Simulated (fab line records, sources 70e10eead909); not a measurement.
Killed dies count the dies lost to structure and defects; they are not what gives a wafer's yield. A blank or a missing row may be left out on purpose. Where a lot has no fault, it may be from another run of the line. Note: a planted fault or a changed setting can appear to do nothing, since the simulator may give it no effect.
Chamber matching | flow nandHarc | NHARC_A_CONTACT_ETCH_48 on rieDiel-13 has 4 sister chambers
The step etches the open film in CF4, target depth 39 nm, time 65 s. 16 wafers are shown with their chamber, then 8 later ones without.

## WAFERS PAIRED WITH THEIR CHAMBERS
wafer  | chamber | drypumpMotorCurrentA (A) | showerheadPlenumPTorr (Torr) | rfVppV (V)
L074.1 | 0       | 5.5                      | 1.75                         | 151.9
L074.2 | 2       | 5.6                      | 1.90                         | 153.7
L074.5 | 1       | 6.3                      | 1.68                         | 149.8
L078.1 | 0       | 5.5                      | 1.75                         | 151.4
L078.3 | 2       | 5.7                      | 1.90                         | 153.7
L078.5 | 2       | 5.6                      | 1.90                         | 153.3
L079.2 | 1       | 6.3                      | 1.67                         | 147.9
L079.5 | 2       | 5.6                      | 1.90                         | 152.4
L079.6 | 1       | 6.3                      | 1.67                         | 149.3
L080.3 | 2       | 5.6                      | 1.90                         | 151.7
L080.4 | 3       | 5.4                      | 1.73                         | 151.7
L080.5 | 3       | 5.4                      | 1.73                         | 150.9
L083.1 | 2       | 5.6                      | 1.89                         | 154.5
L083.2 | 0       | 5.5                      | 1.75                         | 151.3
L083.3 | 3       | 5.4                      | 1.72                         | 151.1
L088.3 | 0       | 5.5                      | 1.75                         | 151.8

SIGNATURES (averages over the wafers above)
reading               | chamber 0 | chamber 1 | chamber 2 | chamber 3 | scatter within a chamber
drypumpMotorCurrentA  | 5.500     | 6.300     | 5.617     | 5.400     | 0.0264
showerheadPlenumPTorr | 1.7500    | 1.6733    | 1.8983    | 1.7267    | 0.00425
rfVppV                | 151.600   | 149.000   | 153.217   | 151.233   | 0.798
Rule: for each reading, subtract the chamber's mean from the wafer's reading, divide by that reading's scatter and square the result; add these up over the readings and take the root, which gives the wafer's distance from the chamber. If the next closest chamber is less than 2 further off than the closest, the wafer can't be placed; otherwise it belongs to the closest. How the scatter is found: for the shown wafers, subtract from each reading the mean of its chamber, square and add these, divide the total by (wafers less chambers), then take the root.

## WAFERS MISSING THEIR CHAMBER
wafer  | drypumpMotorCurrentA (A) | showerheadPlenumPTorr (Torr) | rfVppV (V)
L088.5 | 5.5                      | 1.75                         | 150.9
L088.6 | 6.3                      | 1.67                         | 149.5
L086.1 | 5.4                      | 1.72                         | 149.1
L086.2 | 6.3                      | 1.67                         | 149.8
L086.3 | 5.5                      | 1.75                         | 150.7
L096.2 | 5.4                      | 1.72                         | 150.8
L096.3 | 6.3                      | 1.66                         | 150.8
L096.4 | 5.6                      | 1.89                         | 153.3

## WHICH CHAMBER EACH WENT THROUGH
wafer  | from the rows above | in truth
L088.5 | 0                   | 0
L088.6 | 1                   | 1
L086.1 | 3                   | 3
L086.2 | 1                   | 1
L086.3 | 0                   | 0
L096.2 | 3                   | 3
L096.3 | 1                   | 1
L096.4 | 2                   | 2
Placed correctly: 8 of 8. From these rows, 0 cannot be placed. 0 placed wrongly.
